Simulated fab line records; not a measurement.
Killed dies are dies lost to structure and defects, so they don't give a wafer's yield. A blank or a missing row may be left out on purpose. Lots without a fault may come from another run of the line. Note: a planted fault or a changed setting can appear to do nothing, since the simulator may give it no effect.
fab line records -- flow n5_finfet
[record] lots = 8, wafers = 24, last_day = 17
route steps=1938 shown GATE_CUT@498 BEOL_M4@1111
lots that met no fault: taken from a fault-free run of the same line
start_h: hours from the record's opening day to when the first of the lot's shown wafers began -- wait_h: hours from the lot's prior step to this one -- " the same as in the row above -- L1.1+2: one row covering several wafers at once -- - no value, or no start was given -- * or withheld: withheld -- < > ~ a bound
route shown NAME@n: a module of which the file shows steps, and the number in the route of the first -- usual: mean/standard deviation taken from wafers without a fault -- same: alike in all rows -- chamber/n: place in a boat -- sites: per-site readings -- _std_site: the standard deviation of these -- _edge_site: mean of outer sites minus mean of inner sites -- radius_mm: for every site, how far away it sits from the centre of the wafer -- mask NAME#n: copy n -- behind: the most recent tool/chamber to have shaped the wafer -- hold: reason for holding the lot/hours on hold/outcome of the hold -- device: names the non-switching transistor (n, p or np) -- end of line: tests of these same wafers at the route's end -- a step given without rows: its recipe and nothing more -- killed: not the wafer's yield, but the dies lost to structure and defects at the first sort -- map: a wafer's dies, x killed, . not, _ none there
set.NAME: the run value of the setting; set.NAME@STEP: its run value at that earlier step -- model.NAME: the simulator's own value behind a step, which no gauge read
one table for each step of the route and one row for each wafer, over a sample of lots
services: from which hour (start_h, from the record's first day; less than 0 if before it) a tool's chamber was out of use, for how many hours, and why
[[steps]]
[step N5_GATE_CUT_STRIP_42]
[recipe] chemistry = O2, power_w = 400, temp_c = 40, pressure_mtorr = 30, rf_frequency_hz = 6e+07, bias_power_w = 0, overash_fraction = 0.3, o2_flow_sccm = 225
[usual] drypump_motor_current_A = 5.7/0.5, oes_product_au = 0.80/0.089, rf_vpp_V = 3.7/0.47, showerhead_plenum_p_Torr = 2.11/0.078, throttle_valve_pct = 16.70/0.22
lot.wafer,tool,chamber,start_h,wait_h,drypump_motor_current_A,oes_product_au,rf_hours_counter_h,rf_vpp_V,showerhead_plenum_p_Torr,throttle_valve_pct
L359.1,rie_diel-06,3,83.40,0.0,6.5,0.87,51,3.6,2.05,16.63
L359.3,rie_diel-06,1,83.40,0.0,5.5,0.77,152,3.8,2.00,16.55
L359.5,rie_diel-06,2,83.40,0.0,6.5,0.80,-,3.5,2.10,16.72
L362.1,rie_diel-05,3,102.52,0.0,5.7,0.69,228,3.8,1.99,16.92
L362.4,rie_diel-05,1,102.52,0.0,5.9,0.77,153,3.4,2.19,16.78
L362.6,rie_diel-05,3,102.52,0.0,5.7,0.69,-,3.5,1.99,16.93
L363.1,rie_diel-02,2,108.78,0.0,5.0,0.83,67,2.8,2.04,16.54
L363.2,rie_diel-02,1,108.78,0.0,5.6,0.76,134,3.5,2.19,16.72
L363.3,rie_diel-02,3,108.78,0.0,6.5,0.69,238,3.4,2.17,16.79
L368.1,rie_diel-05,2,146.64,0.0,5.4,0.75,167,4.0,2.09,16.98
L368.3,rie_diel-05,3,146.64,0.0,5.7,0.68,242,3.2,1.98,16.95
L368.5,rie_diel-05,3,146.64,0.0,5.7,0.68,-,3.5,1.98,16.95
L370.2,rie_diel-05,2,156.49,0.0,5.4,0.74,169,3.7,2.09,16.98
L370.4,rie_diel-05,1,156.49,0.0,5.9,0.76,170,4.6,2.18,16.82
L370.5,rie_diel-05,2,156.49,0.0,5.4,0.74,-,3.3,2.09,16.98
L371.2,rie_diel-06,1,163.63,0.0,5.5,0.74,175,3.9,1.99,16.61
L371.4,rie_diel-06,2,163.63,0.0,6.5,0.77,145,3.8,2.10,16.74
L371.6,rie_diel-06,2,163.63,0.0,6.5,0.77,-,3.7,2.10,16.74
L376.1,rie_diel-02,1,200.31,0.0,5.5,0.74,167,3.3,2.18,16.77
L376.2,rie_diel-02,0,200.31,0.0,5.1,0.92,23,3.1,2.22,16.76
L376.5,rie_diel-02,3,200.31,0.0,6.5,0.94,-,3.8,2.16,16.40
L379.2,rie_diel-02,0,211.27,0.0,5.1,0.90,27,3.4,2.22,16.80
L379.3,rie_diel-02,3,211.27,0.0,6.6,0.92,20,5.1,2.15,16.39
L379.5,rie_diel-02,0,211.27,0.0,5.1,0.91,-,3.6,2.22,16.78
[step N5_GATE_CUT_ETCH_19]
[recipe] chemistry = CH3F/O2, target = SiNx, mask_material = SiO2, target_depth_a = 537, time_s = 76.7, pressure_mtorr = 30, source_w = 395, bias_w = 73, Ar_flow_sccm = 150, CH3F_flow_sccm = 30, O2_flow_sccm = 20, ion_energy_ev = 120, ends = cleared
[usual] CH3F_flow_sccm = 29.99/0.09, drypump_motor_current_A = 5.7/0.5, etch_rf_on_time_s = 76.9/1.2, mfc_ar_sccm = 150.1/0.45, oes_ar_750_au = 0.80/0.083, oes_product_au = 0.68/0.075, rf_vpp_V = 295.8/2.4, showerhead_plenum_p_Torr = 2.01/0.073, throttle_valve_pct = 16.38/0.24
lot.wafer,tool,chamber,start_h,wait_h,CH3F_flow_sccm,drypump_motor_current_A,etch_rf_on_time_s,mfc_ar_sccm,oes_ar_750_au,oes_product_au,rf_hours_counter_h,rf_vpp_V,showerhead_plenum_p_Torr,throttle_valve_pct
L359.1,rie_diel-06,3,83.44,0.0,30.10,6.5,76.9,150.2,0.87,0.74,51,294.4,1.95,16.27
L359.3,rie_diel-06,1,83.44,0.0,30.13,5.5,78.0,150.2,0.76,0.64,152,296.4,1.92,16.31
L359.5,rie_diel-06,2,83.44,0.0,29.90,6.5,77.3,149.7,0.79,0.69,-,298.7,2.02,16.46
L362.1,rie_diel-05,3,102.56,0.0,30.16,5.7,76.8,150.9,0.69,0.59,228,292.7,1.90,16.61
L362.4,rie_diel-05,1,102.56,0.0,30.03,5.8,77.2,150.7,0.78,0.66,153,295.4,2.09,16.48
L362.6,rie_diel-05,3,102.56,0.0,30.04,5.8,76.6,150.4,0.69,0.58,-,293.5,1.90,16.61
L363.1,rie_diel-02,2,108.82,0.0,29.94,5.1,78.4,150.3,0.82,0.70,67,295.2,1.94,16.19
L363.2,rie_diel-02,1,108.82,0.0,29.89,5.5,78.3,150.5,0.77,0.65,134,294.7,2.08,16.33
L363.3,rie_diel-02,3,108.82,0.0,29.99,6.6,79.1,149.9,0.69,0.58,238,298.6,2.05,16.43
L368.1,rie_diel-05,2,146.68,0.0,29.90,5.4,76.2,150.4,0.75,0.64,167,299.3,2.00,16.70
L368.3,rie_diel-05,3,146.68,0.0,29.90,5.7,76.2,150.3,0.68,0.58,242,293.4,1.89,16.64
L368.5,rie_diel-05,3,146.68,0.0,29.99,5.7,76.8,150.2,0.68,0.58,-,293.4,1.89,16.62
L370.2,rie_diel-05,2,156.53,0.0,30.09,5.4,77.2,150.3,0.75,0.63,169,298.6,2.00,16.67
L370.4,rie_diel-05,1,156.53,0.0,29.97,5.9,78.0,150.7,0.76,0.64,170,293.1,2.08,16.51
L370.5,rie_diel-05,2,156.53,0.0,30.08,5.4,77.3,151.2,0.75,0.64,-,299.3,2.00,16.69
L371.2,rie_diel-06,1,163.67,0.0,29.93,5.5,78.4,150.8,0.75,0.63,175,296.9,1.92,16.34
L371.4,rie_diel-06,2,163.67,0.0,29.88,6.5,78.5,149.9,0.77,0.65,145,296.8,2.01,16.47
L371.6,rie_diel-06,2,163.67,0.0,29.95,6.5,77.7,149.9,0.78,0.67,-,297.3,2.01,16.47
L376.1,rie_diel-02,1,200.35,0.0,30.07,5.5,77.2,150.2,0.74,0.63,167,293.9,2.07,16.40
L376.2,rie_diel-02,0,200.35,0.0,30.03,5.1,74.7,150.7,0.90,0.78,23,294.7,2.13,16.50
L376.5,rie_diel-02,3,200.35,0.0,30.08,6.6,74.3,149.7,0.92,0.80,-,298.2,2.05,16.01
L379.2,rie_diel-02,0,211.31,0.0,30.00,5.1,75.2,150.1,0.90,0.76,27,294.6,2.13,16.52
L379.3,rie_diel-02,3,211.31,0.0,29.93,6.6,74.8,150.0,0.90,0.78,20,297.2,2.04,16.02
L379.5,rie_diel-02,0,211.31,0.0,29.90,5.1,75.7,148.8,0.90,0.77,-,293.3,2.13,16.52
[step N5_GATE_CUT_CUT_ETCH_54]
[recipe] chemistry = Cl2/BCl3, target = TiN, mask_material = SiO2, target_depth_a = 967, pressure_mtorr = 10, icp_w = 1000, bias_w = 126, Cl2_flow_sccm = 53.25, bcl3_flow_sccm = 21.75, Ar_flow_sccm = 25, ends = cleared
[usual] drypump_motor_current_A = 5.8/0.4, etch_rf_on_time_s = 36.6/0.46, mfc_ar_sccm = 25.01/0.068, oes_ar_750_au = 0.73/0.1, oes_product_au = 0.66/0.097, throttle_valve_pct = 22.21/0.13
lot.wafer,tool,chamber,start_h,wait_h,drypump_motor_current_A,etch_rf_on_time_s,mfc_ar_sccm,oes_ar_750_au,oes_product_au,rf_hours_counter_h,throttle_valve_pct
L359.1,rie_metal-03,0,83.61,0.0,6.5,36.4,24.96,0.88,0.80,10,22.08
L359.3,rie_metal-03,1,83.61,0.0,6.0,37.1,25.08,0.60,0.53,-,22.39
L359.5,rie_metal-03,1,83.61,0.0,6.0,37.1,24.88,0.60,0.53,-,22.39
L362.1,rie_metal-01,1,102.73,0.0,5.3,36.3,25.00,0.63,0.57,114,22.08
L362.4,rie_metal-01,1,102.73,0.0,5.3,36.6,25.05,0.63,0.57,-,22.08
L362.6,rie_metal-01,0,102.73,0.0,5.4,36.6,25.01,0.72,0.64,-,22.29
L363.1,rie_metal-03,0,108.99,0.0,6.5,36.0,25.00,0.88,0.80,13,22.07
L363.2,rie_metal-03,1,108.99,0.0,5.9,36.6,25.06,0.60,0.53,145,22.38
L363.3,rie_metal-03,1,108.99,0.0,6.0,36.7,25.05,0.60,0.53,-,22.40
L368.1,rie_metal-01,1,146.85,0.0,5.3,36.6,25.03,0.63,0.56,119,22.11
L368.3,rie_metal-01,0,146.85,0.0,5.4,36.8,24.93,0.71,0.63,-,22.30
L368.5,rie_metal-01,0,146.85,0.0,5.4,36.9,25.05,0.72,0.63,-,22.31
L370.2,rie_metal-02,0,156.70,0.0,5.8,37.1,25.09,0.69,0.63,76,22.35
L370.4,rie_metal-02,0,156.70,0.0,5.7,37.2,24.96,0.69,0.63,-,22.35
L370.5,rie_metal-02,1,156.70,0.0,6.3,35.9,25.07,0.88,0.80,-,22.08
L371.2,rie_metal-02,1,163.84,0.0,6.2,36.4,24.93,0.88,0.79,15,22.10
L371.4,rie_metal-02,1,163.84,0.0,6.3,36.5,24.94,0.87,0.80,-,22.11
L371.6,rie_metal-02,1,163.84,0.0,6.3,36.3,24.90,0.88,0.80,-,22.10
L376.1,rie_metal-02,1,200.52,0.0,6.3,36.4,25.11,0.86,0.78,18,22.12
L376.2,rie_metal-02,0,200.52,0.0,5.7,37.2,24.90,0.69,0.63,80,22.36
L376.5,rie_metal-02,0,200.52,0.0,5.7,37.1,24.88,0.68,0.63,-,22.36
L379.2,rie_metal-02,0,211.48,0.0,5.7,36.8,25.03,0.68,0.63,82,22.34
L379.3,rie_metal-02,0,211.48,0.0,5.7,36.5,24.95,0.68,0.63,-,22.37
L379.5,rie_metal-02,1,211.48,0.0,6.3,35.7,24.96,0.85,0.78,-,22.11
[step N5_GATE_CUT_VAPOR_ETCH_49]
[recipe] chemistry = BCl3/Cl2, target = TiAlC, mode = isotropic
[usual] drypump_motor_current_A = 5.8/0.4, oes_product_au = 0.73/0.11
lot.wafer,tool,chamber,start_h,wait_h,drypump_motor_current_A,oes_product_au
L359.1,rie_metal-03,0,83.76,0.0,6.5,0.89
L359.3,rie_metal-03,1,83.76,0.0,5.9,0.59
L359.5,rie_metal-03,1,83.76,0.0,6.0,0.59
L362.1,rie_metal-01,1,102.88,0.0,5.3,0.63
L362.4,rie_metal-01,1,102.88,0.0,5.3,0.63
L362.6,rie_metal-01,0,102.88,0.0,5.4,0.71
L363.1,rie_metal-03,0,109.14,0.0,6.5,0.88
L363.2,rie_metal-03,1,109.14,0.0,5.9,0.58
L363.3,rie_metal-03,1,109.14,0.0,5.9,0.58
L368.1,rie_metal-01,1,147.00,0.0,5.3,0.61
L368.3,rie_metal-01,0,147.00,0.0,5.5,0.70
L368.5,rie_metal-01,0,147.00,0.0,5.5,0.69
L370.2,rie_metal-02,0,156.85,0.0,5.7,0.71
L370.4,rie_metal-02,0,156.85,0.0,5.7,0.71
L370.5,rie_metal-02,1,156.85,0.0,6.3,0.88
L371.2,rie_metal-02,1,163.99,0.0,6.3,0.89
L371.4,rie_metal-02,1,163.99,0.0,6.3,0.88
L371.6,rie_metal-02,1,163.99,0.0,6.3,0.88
L376.1,rie_metal-02,1,200.67,0.0,6.3,1.16
L376.2,rie_metal-02,0,200.67,0.0,5.8,0.70
L376.5,rie_metal-02,0,200.67,0.0,5.7,0.70
L379.2,rie_metal-02,0,211.63,0.0,5.7,0.71
L379.3,rie_metal-02,0,211.63,0.0,5.7,0.71
L379.5,rie_metal-02,1,211.63,0.0,6.3,1.17
[step N5_BEOL_M4_RC_MEAS_101]
[usual] DIBL_N = 36.3/1.2, DIBL_P = 36.7/1.5, IOFF_N = 0.164/0.02, IOFF_P = 0.214/0.024, ION_N = 673/8.5, ION_P = 461/5.9, SS_N = 71.6/0.44, SS_P = 73.3/0.55, VT_N = 249.4/2.4, VT_P = -250.0/2.3
lot.wafer,tool,chamber,start_h,wait_h,DIBL_N[mV/V],DIBL_P[mV/V],IOFF_N[nA/um],IOFF_P[nA/um],ION_N[uA/um],ION_P[uA/um],SS_N[mV/dec],SS_P[mV/dec],VT_N[mV],VT_P[mV]
L359.1,prober-01,0,158.09,0.0,36.3,35.8,0.162,0.194,674,458,71.9,73.4,249.4,-251.8
L359.3,prober-01,0,158.09,0.0,35.6,34.9,0.149,0.182,654,449,71.7,73.3,250.6,-255.3
L359.5,prober-01,0,158.09,0.0,36.4,35.2,0.160,0.188,655,453,71.4,74.0,249.2,-251.0
L362.1,prober-02,0,174.60,0.0,37.0,37.7,0.187,0.214,688,461,72.5,73.3,246.9,-248.0
L362.4,prober-02,0,174.60,0.0,35.4,36.0,0.150,0.183,673,456,71.9,73.1,251.1,-253.8
L362.6,prober-02,0,174.60,0.0,34.7,35.2,0.138,0.173,665,456,71.7,72.8,250.6,-253.1
L363.1,prober-01,0,188.99,0.0,36.0,36.0,0.149,0.187,658,446,71.7,73.1,253.4,-250.9
L363.2,prober-01,0,188.99,0.0,36.0,35.6,0.144,0.178,661,452,71.4,73.0,253.4,-251.6
L363.3,prober-01,0,188.99,0.0,36.9,37.8,0.173,0.210,673,458,72.4,73.6,250.8,-251.3
L368.1,prober-01,0,232.24,0.0,36.3,37.8,0.171,0.235,689,472,71.7,73.8,245.1,-249.2
L368.3,prober-01,0,232.24,0.0,36.8,38.2,0.169,0.243,678,466,71.7,72.6,248.6,-249.1
L368.5,prober-01,0,232.24,0.0,36.5,37.6,0.159,0.227,676,464,71.7,73.7,250.6,-249.4
L370.2,prober-02,0,233.36,0.2,38.5,39.1,0.217,0.266,692,470,72.3,74.8,247.0,-248.6
L370.4,prober-02,0,233.36,0.2,36.8,37.5,0.172,0.242,673,459,72.2,74.5,250.8,-247.8
L370.5,prober-02,0,233.36,0.2,35.9,35.4,0.151,0.201,667,456,71.6,73.4,251.7,-251.3
L371.2,prober-02,0,247.90,0.2,37.8,36.6,0.164,0.201,673,456,71.4,73.5,248.8,-251.1
L371.4,prober-02,0,247.90,0.2,36.2,35.0,0.148,0.183,663,451,71.5,73.3,250.9,-253.0
L371.6,prober-02,0,247.90,0.2,37.2,35.5,0.161,0.202,663,451,72.0,73.1,250.2,-249.0
L376.1,prober-02,0,282.84,0.0,35.7,36.6,0.176,0.214,678,460,71.9,73.4,248.0,-253.1
L376.2,prober-02,0,282.84,0.0,35.6,36.9,0.173,0.209,675,461,72.3,73.1,249.2,-250.9
L376.5,prober-02,0,282.84,0.0,35.6,36.2,0.174,0.202,682,459,72.5,73.6,247.9,-251.1
L379.2,prober-02,0,286.32,0.2,38.6,37.3,0.201,0.240,679,465,71.2,73.5,245.6,-246.5
L379.3,prober-02,0,286.32,0.2,36.9,36.2,0.162,0.213,664,454,70.9,73.0,249.2,-248.0
L379.5,prober-02,0,286.32,0.2,39.0,37.4,0.196,0.229,666,460,71.8,73.7,246.6,-249.1
[[services]]
tool,chamber,start_h,hours,kind
rie_diel-02,1,79.45,2.7,repair
rie_diel-05,3,87.43,14.2,repair
rie_diel-02,0,89.49,2.7,repair
rie_metal-02,-,101.95,14.6,pm
rie_diel-06,1,113.05,1.8,repair
rie_diel-02,2,113.09,5.5,repair
rie_diel-02,3,114.85,2.7,repair
rie_diel-02,0,118.74,-,clean
rie_diel-02,0,118.74,-,consumable_replace:focus_ring
rie_diel-02,0,118.74,-,consumable_replace:showerhead
rie_diel-02,0,118.74,18.6,scheduled_down
rie_diel-02,0,118.74,18.6,vent_cycle
rie_diel-05,0,134.07,5.7,repair
rie_diel-02,3,143.56,-,clean
rie_diel-02,3,143.56,-,consumable_replace:focus_ring
rie_diel-02,3,143.56,16.6,scheduled_down
rie_diel-02,3,143.56,16.6,vent_cycle
rie_metal-03,-,144.48,14.6,pm
rie_diel-05,0,159.98,-,clean
rie_diel-05,0,159.98,-,consumable_replace:focus_ring
rie_metal-03,0,184.21,10.9,repair
rie_diel-02,2,187.47,42.2,repair
rie_metal-02,-,190.48,2.7,repair
rie_diel-05,-,197.43,0.5,repair
[[key]]
[first_sign] step = N5_GATE_CUT_VAPOR_ETCH_49, reading = oes_product_au, direction = up, sigmas = 4.1, usual = 0.73, struck = 1.16
effect none on later readings
met_at N5_GATE_CUT_VAPOR_ETCH_49
struck_lots L376,L379
struck_wafers L376.1,L379.5
not_acting_at N5_GATE_CUT_STRIP_42,N5_GATE_CUT_ETCH_19,N5_GATE_CUT_CUT_ETCH_54
onset_between 163.99 200.67
[fault] kind = process_parameter_drift, tool = rie_metal-02, chamber = 1, onset_h = 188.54, steps = N5_GATE_CUT_VAPOR_ETCH_49, channel = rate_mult, offset = 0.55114, shape = step, end_h = 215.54
